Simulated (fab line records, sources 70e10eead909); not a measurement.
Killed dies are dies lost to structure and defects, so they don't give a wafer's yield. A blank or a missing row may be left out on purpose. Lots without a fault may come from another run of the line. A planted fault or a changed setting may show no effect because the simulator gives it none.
fab line records | flow nand_harc
record lots=7 wafers=21 last_day=33
route steps=1302 shown P_CONTACT@248 P_M0@253 END@1302
lots that met no fault: from a run of the same line without faults
start_h: hours from the record's first day to the start of the lot's first wafer shown | wait_h: hours since the lot's step before | " the same as in the row above | L1.1+2: a row that stands for several wafers | - no value, or no start given | * or withheld: withheld | < > ~ a bound
route shown NAME@n: a module of which the file shows steps, and the number in the route of the first | usual: mean/standard deviation of fault-free wafers | same: alike in all rows | chamber/n: place in a boat | sites: the reading at each site | _std_site: their standard deviation | _edge_site: outer sites' mean less inner sites' | radius_mm: how far each site lies from the wafer's centre | mask NAME#n: copy n | behind: the tool/chamber that last shaped the wafer | hold: why the lot was held/for how many hours/how that ended | device: the transistor (n, p or np) that didn't switch | end of line: the same wafers' tests at the end of the route | a step without rows: its recipe alone | killed: dies lost to structure and defects at the first sort, not the wafer's yield | map: a wafer's dies, x killed, . not, _ none there
set.NAME: the setting as run; set.NAME@STEP: as run at that earlier step | model.NAME: the simulator's own value behind a step, which no gauge read
lots at some steps of the route; a table a step, a row a wafer
services: from which hour (start_h, from the record's first day; less than 0 if before it) a tool's chamber was out of use, for how many hours, and why
## steps
# step NHARC_P_CONTACT_CVD_23
# recipe target_thk_a=2000 temp_c=300 pressure_torr=40 wf6_flow_sccm=40 h2_flow_sccm=1600 ar_flow_sccm=1560 time_s=557 material=W
# usual heater_power_w=473/54 susceptor_temp_C=300.03/0.19 throttle_valve_pct=8.0/0.43
# columns lot.wafer tool chamber start_h wait_h heater_power_w susceptor_temp_C throttle_valve_pct
L322.1 cvd_w-02 0 - - 467 300.08 7.8
L322.3 " 1 " " 547 300.35 8.0
L322.5 " 0 " " 472 300.08 7.8
L325.3 cvd_w-02 1 - - 559 300.13 8.2
L325.5 " 0 " " 470 299.61 7.9
L325.6 " 1 " " 550 300.05 8.3
L332.3 cvd_w-01 0 - - 403 299.90 7.3
L332.4 " 1 " " 465 299.78 8.2
L332.5 " 0 " " 407 300.30 7.5
L333.4 cvd_w-02 1 - - 551 299.64 8.3
L333.3 " 0 " " 468 299.99 8.0
L333.6 " 1 " " 544 299.94 8.2
L335.4 cvd_w-02 1 - - 539 299.88 8.1
L335.3 " 0 " " 463 299.99 8.2
L335.5 " 0 " " 476 300.32 8.1
L338.2 cvd_w-01 0 - - 401 300.22 7.3
L338.4 " 0 " " 405 299.91 7.5
L338.5 " 1 " " 462 300.13 8.3
L344.1 cvd_w-01 1 - - 471 300.15 8.6
L344.3 " 1 " " 465 300.04 8.5
L344.5 " 1 " " 471 299.96 8.6
# step NHARC_P_CONTACT_CMP_24
# recipe t_overpolish_s=30 target_thk_nm=200
# usual motor_current_A=12.4/0.9 overpolish_run_s=30.000/0.0091 time_to_endpoint_s=39.2/2.3
# columns lot.wafer tool chamber start_h wait_h motor_current_A overpolish_run_s time_to_endpoint_s
L322.1 cmp-01 0 126.01 0.6 13.5 29.987 38.2
L322.3 " 2 " " 13.0 30.018 41.4
L322.5 " 3 " " 12.3 29.994 38.8
L325.3 cmp-01 0 150.61 0.4 13.1 29.992 34.8
L325.6 " 1 " " 13.6 30.004 36.6
L325.5 " 2 " " 13.0 30.009 41.2
L332.3 cmp-01 3 228.60 0.5 12.4 30.011 39.2
L332.4 " 0 " " 13.5 29.994 36.2
L332.5 " 1 " " 12.9 30.008 41.0
L333.3 cmp-03 3 233.03 0.3 11.1 29.994 40.3
L333.4 " 0 " " 11.8 29.985 42.7
L333.6 " 1 " " 13.3 30.014 41.0
L335.3 cmp-02 2 252.38 0.3 13.6 30.003 40.8
L335.4 " 0 " " 11.4 30.007 41.0
L335.5 " 2 " " 12.6 30.009 42.8
L338.4 cmp-03 2 284.94 0.4 11.6 29.989 38.3
L338.2 " 3 " " 11.5 30.005 38.6
L338.5 " 1 " " 13.3 30.010 38.3
L344.3 cmp-03 0 340.43 0.7 11.8 29.993 44.2
L344.1 " 1 " " 13.1 30.000 39.7
L344.5 " 2 " " 12.1 30.000 40.0
# step NHARC_P_CONTACT_SRD_26
# step NHARC_P_CONTACT_INSPECT_27
# usual raw_defect_count=283/98
# columns lot.wafer tool chamber start_h wait_h raw_defect_count
L322.1 defect_inspect-02 - 126.39 0.1 405
L322.3 " - " " 340
L322.5 " - " " 471
L325.3 defect_inspect-01 - 150.94 0.1 334
L325.5 " - " " 216
L325.6 " - " " 159
L332.3 defect_inspect-02 - 228.96 0.1 366
L332.4 " - " " 202
L332.5 " - " " 232
L333.3 defect_inspect-01 - 233.38 0.1 412
L333.4 " - " " 242
L333.6 " - " " 345
L335.3 defect_inspect-01 - 252.76 0.1 261
L335.4 " - " " 223
L335.5 " - " " 247
L338.2 defect_inspect-01 - 285.29 0.1 509
L338.4 " - " " 330
L338.5 " - " " 161
L344.1 defect_inspect-01 - 340.78 0.1 269
L344.3 " - " " 212
L344.5 " - " " 261
# step NHARC_P_M0_DEP_00
# recipe target_thk_a=1500 target_thk_nm=150 temp_c=withheld pressure_torr=5 flow_sccm=200 rf_w=600 material=SiOC
# step NHARC_P_M0_DEHYDRATE_01
# recipe temp_c=150 time_s=120
# step NHARC_P_M0_HMDS_02
# recipe time_s=30
# step NHARC_P_M0_COAT_33
# recipe temp_c=200 time_s=65
# step NHARC_P_M0_COAT_03
# recipe spin_rpm=1500 resist_thk_nm=90
# step NHARC_P_M0_SOFTBAKE_04
# recipe temp_c=105 time_s=55
# step NHARC_P_M0_EBR_05
# step NHARC_P_M0_EXPOSE_06
# recipe na=1.35 target_cd_nm=90 dose_mj=81.28 mask_id=P_M0
# columns lot.wafer tool chamber start_h wait_h mask model.P_M0.overlay_x_nm
L322.1+3+5 arfi_scanner-02 0 127.02 - P_M0#0 -0.907
L325.3+5+6 arfi_scanner-03 0 151.71 - P_M0#0 -0.8807
L332.3+4+5 arfi_scanner-02 0 229.72 - P_M0#0 15.37
L333.3+4+6 arfi_scanner-02 0 234.03 - P_M0#0 14.6
L335.3+4+5 arfi_scanner-02 0 253.53 - P_M0#0 13.42
L338.2+4+5 arfi_scanner-03 0 286.06 - P_M0#0 0.02638
L344.1+3+5 arfi_scanner-01 0 341.42 - P_M0#0 0.3742
# step NHARC_P_M0_PEB_07
# recipe peb_temp_c=100 peb_time_s=65
# step NHARC_P_M0_DEVELOP_08
# recipe develop_time_s=35 dev_temp_c=23
# step NHARC_P_M0_CD_MEAS_09
# recipe target_cd_nm=90 landing_energy_ev=500
# usual cd_nm=89.8/0.5
# columns lot.wafer tool chamber start_h wait_h cd_nm
L322.1 cd_sem-03 0 127.16 - 90.3
L322.3 " 0 " " 90.5
L322.5 " 0 " " 90.2
L325.3 cd_sem-03 0 151.85 - 90.1
L325.5 " 0 " " 90.7
L325.6 " 0 " " 90.5
L332.3 cd_sem-01 0 229.86 - 89.6
L332.4 " 0 " " 89.2
L332.5 " 0 " " 89.6
L333.3 cd_sem-03 0 234.17 - 89.9
L333.4 " 0 " " 90.3
L333.6 " 0 " " 89.6
L335.3 cd_sem-02 0 253.67 - 89.0
L335.4 " 0 " " 89.6
L335.5 " 0 " " 89.7
L338.2 cd_sem-02 0 286.20 - 89.3
L338.4 " 0 " " 89.0
L338.5 " 0 " " 89.8
L344.1 cd_sem-02 0 341.56 - 90.5
L344.3 " 0 " " 90.5
L344.5 " 0 " " 90.7
# step NHARC_P_M0_OVL_MEAS_10
# recipe pitch_nm=180
# usual overlay_x_nm=-0.2/0.69 overlay_y_nm=0.0/0.81
# columns lot.wafer tool chamber start_h wait_h overlay_x_nm overlay_y_nm
L322.1 overlay-01 - 127.25 - -0.9 -0.3
L322.3 " - " " -0.7 0.1
L322.5 " - " " -1.0 0.4
L325.3 overlay-02 - 151.93 - -0.7 0.7
L325.5 " - " " -1.1 0.7
L325.6 " - " " -0.5 0.5
L332.3 overlay-02 - 229.94 - 15.2 0.3
L332.4 " - " " 15.2 -0.2
L332.5 " - " " 15.3 -0.3
L333.3 overlay-02 - 234.25 - 14.3 1.3
L333.4 " - " " 14.6 1.9
L333.6 " - " " 14.3 2.0
L335.3 overlay-02 - 253.76 - 13.7 0.8
L335.4 " - " " 13.7 0.8
L335.5 " - " " 13.5 0.8
L338.2 overlay-01 - 286.28 - 0.5 0.2
L338.4 " - " " 0.1 -0.4
L338.5 " - " " 0.0 -0.5
L344.1 overlay-02 - 341.65 - 0.3 -1.4
L344.3 " - " " -0.5 -1.2
L344.5 " - " " 0.4 -0.7
# step NHARC_P_M0_INSPECT_11
# usual raw_defect_count=4.3/2.6
# columns lot.wafer tool chamber start_h wait_h raw_defect_count
L322.1 defect_inspect-01 - 127.28 0.0 5
L322.3 " - " " 5
L322.5 " - " " 2
L325.3 defect_inspect-02 - 151.97 0.0 3
L325.5 " - " " 4
L325.6 " - " " 4
L332.3 defect_inspect-01 - 229.98 0.0 3
L332.4 " - " " 0
L332.5 " - " " 4
L333.3 defect_inspect-01 - 234.29 0.0 3
L333.4 " - " " 8
L333.6 " - " " 2
L335.3 defect_inspect-01 - 253.79 0.0 9
L335.4 " - " " 9
L335.5 " - " " 3
L338.2 defect_inspect-02 - 286.32 0.0 5
L338.4 " - " " 4
L338.5 " - " " 6
L344.1 defect_inspect-01 - 341.69 0.0 0
L344.3 " - " " 1
L344.5 " - " " 6
# step NHARC_END_SORT_01
# recipe temp_c=25
# usual defect_limited_yield=91.8/2.3 killed_at_array=51/16 killed_at_other=0.6/0.88 killed_at_periphery=4.0/2.6 killed_dies=55/16 killed_open=3.5/1.9 killed_short=2.3/1.6 sort_bin_2_pct=2.9/1.1 sort_bin_3_pct=0.6/0.41 sort_bin_4_pct=4.6/1.3 sort_n_pass=622/16 sort_rim_yield_pct=93/3.2 sort_yield_pct=91.8/2.3
# same gross_dies=677 sort_bin_5_pct[%]=0 sort_bin_6_pct[%]=0 sort_bin_7_pct[%]=0 sort_bin_8_pct[%]=0 sort_rim_n_gross=106.00
# columns lot.wafer tool chamber start_h wait_h defect_limited_yield[%] killed_at_array killed_at_other killed_at_periphery killed_dies killed_open killed_short sort_bin_2_pct[%] sort_bin_3_pct[%] sort_bin_4_pct[%] sort_n_pass sort_rim_yield_pct[%] sort_yield_pct[%]
L335.3 prober-01 0 699.94 3.1 93.8 34 1 7 42 6 4 2.5 0.1 3.5 635 92 93.8
L335.4 prober-01 0 700.74 3.4 92.0 47 0 7 54 5 1 2.7 0.7 4.6 623 95 92.0
L335.5 prober-01 0 701.54 3.7 91.6 52 1 4 57 2 5 3.1 0.4 4.9 620 98 91.6
L333.3 prober-02 0 706.06 3.1 90.3 62 2 2 66 3 3 3.2 0.6 5.9 611 93 90.3
L333.4 prober-02 0 706.87 3.4 92.2 48 0 5 53 2 2 3.5 0.7 3.5 624 92 92.2
L333.6 prober-02 0 708.49 4.0 91.1 55 1 4 60 1 1 3.2 0.7 4.9 617 97 91.1
L338.2 prober-01 0 728.56 2.8 90.3 63 1 2 66 4 2 2.7 1.0 6.1 611 95 90.3
L338.4 prober-01 0 730.14 3.4 90.4 61 3 1 65 2 0 3.8 0.4 5.3 612 92 90.4
L338.5 prober-01 0 730.94 3.7 91.7 51 2 3 56 2 3 2.7 0.9 4.7 621 92 91.7
# killed by level:class
L335.3 A_CHANNEL_HOLE_D1:chamber_film_flake=22 P_GATE:chamber_film_flake=3 P_M0:geometric_particle:open=2 A_M0:geometric_particle:open=2 A_CONTACT:chamber_film_flake=2 P_M1:geometric_particle:short=1 A_ONON_D1:geometric_particle:open=1 A_ONON_D1:geometric_particle:short=1
L335.4 A_CHANNEL_HOLE_D1:chamber_film_flake=32 P_GATE:chamber_film_flake=5 A_SLIT:chamber_film_flake=4 A_BONDPAD:chamber_film_flake=4 A_ONON_D2:geometric_particle:open=2 P_M1:geometric_particle:open=1 A_WL_FILL:geometric_particle:short=1 A_BLC:geometric_particle:open=1
L335.5 A_CHANNEL_HOLE_D1:chamber_film_flake=35 A_CONTACT:chamber_film_flake=5 A_SLIT:chamber_film_flake=3 A_CHANNEL_HOLE_D1:geometric_particle:short=2 P_M2:chamber_film_flake=2 A_CHANNEL_FILL_D1:geometric_particle:open=1 A_DECK1_JOINT:geometric_particle:short=1 A_CHANNEL_FILL_D2:geometric_particle:short=1
L333.3 A_CHANNEL_HOLE_D1:chamber_film_flake=36 A_CHANNEL_HOLE_D2:chamber_film_flake=12 A_SLIT:chamber_film_flake=5 A_CONTACT:chamber_film_flake=2 THIN_TSV:chamber_film_flake=2 P_CONTACT:geometric_particle:open=1 A_ONON_D1:geometric_particle:open=1 A_ONON_D2:geometric_particle:open=1
L333.4 A_CHANNEL_HOLE_D1:chamber_film_flake=19 A_CHANNEL_HOLE_D2:chamber_film_flake=11 A_SLIT:chamber_film_flake=6 P_STI:chamber_film_flake=3 A_CONTACT:chamber_film_flake=3 P_BONDPAD:chamber_film_flake=2 A_BONDPAD:chamber_film_flake=2 A_SOURCE_PLATE:geometric_particle:short=1
L333.6 A_CHANNEL_HOLE_D1:chamber_film_flake=36 A_CHANNEL_HOLE_D2:chamber_film_flake=11 P_M2:chamber_film_flake=2 A_SLIT:chamber_film_flake=2 P_CONTACT:geometric_particle:short=1 A_M1:geometric_particle:open=1 P_BONDPAD:chamber_film_flake=1 A_BONDPAD:chamber_film_flake=1
L338.2 A_CHANNEL_HOLE_D1:chamber_film_flake=25 A_CHANNEL_HOLE_D2:chamber_film_flake=16 A_CONTACT:chamber_film_flake=9 A_CHANNEL_FILL_D2:chamber_film_flake=3 A_SLIT:chamber_film_flake=3 A_WL_FILL:geometric_particle:open=2 P_STI:geometric_particle:short=1 A_ONON_D1:geometric_particle:open=1
L338.4 A_CHANNEL_HOLE_D1:chamber_film_flake=18 A_CHANNEL_HOLE_D2:chamber_film_flake=14 A_ZERO_WELL:chamber_film_flake=9 A_CONTACT:chamber_film_flake=6 A_SLIT:chamber_film_flake=4 A_WL_FILL:chamber_film_flake=3 THIN_TSV:chamber_film_flake=3 A_DECK1_JOINT:geometric_particle:open=2
L338.5 A_CHANNEL_HOLE_D1:chamber_film_flake=16 A_CHANNEL_HOLE_D2:chamber_film_flake=14 A_CONTACT:chamber_film_flake=5 A_ZERO_WELL:chamber_film_flake=4 A_STAIRCASE:chamber_film_flake=3 A_WL_FILL:chamber_film_flake=3 A_SLIT:chamber_film_flake=2 THIN_TSV:chamber_film_flake=2
## services
# columns tool chamber start_h hours kind
cmp-03 - 101.81 0.8 repair
arfi_scanner-03 - 125.41 0.9 repair
arfi_scanner-02 - 139.30 1.1 repair
cmp-03 - 159.49 3.0 repair
cmp-01 - 172.94 1.0 repair
cmp-03 - 178.45 4.7 repair
cvd_w-01 - 185.00 13.0 pm
cmp-01 - 185.50 4.0 pm
cmp-03 - 200.60 0.8 repair
cmp-01 - 242.99 1.1 repair
cmp-03 - 245.98 3.4 repair
arfi_scanner-02 - 258.09 0.8 repair
cmp-03 - 260.44 4.0 pm
cvd_w-02 - 269.06 13.0 pm
cmp-01 - 275.61 1.7 repair
cmp-03 - 278.25 1.2 repair
cmp-01 - 283.50 4.0 pm
cvd_w-02 0 291.75 5.5 repair
arfi_scanner-02 - 312.37 4.0 pm
cmp-03 - 313.19 0.6 repair
cmp-01 - 316.63 0.6 repair
cmp-01 - 317.91 1.1 repair
cvd_w-02 - 321.37 1.8 repair
cvd_w-01 0 328.02 32.1 repair
## key
first_sign step=NHARC_P_M0_OVL_MEAS_10 reading=overlay_x_nm direction=up sigmas=21 usual=-0.2 struck=14.4
effect none on later readings
model_effect step=NHARC_P_M0_EXPOSE_06 value=P_M0.overlay_x_nm without=-0.06574 struck=14.47
met_at NHARC_P_M0_EXPOSE_06
struck_wafers L332.3,L332.4,L332.5,L333.3,L333.4,L333.6,L335.3,L335.4,L335.5
onset_between 127.02 229.72
fault kind=scanner_matching_overlay tool=arfi_scanner-02 chamber=- onset_h=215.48 steps=NHARC_P_M0_EXPOSE_06 offset=14.531
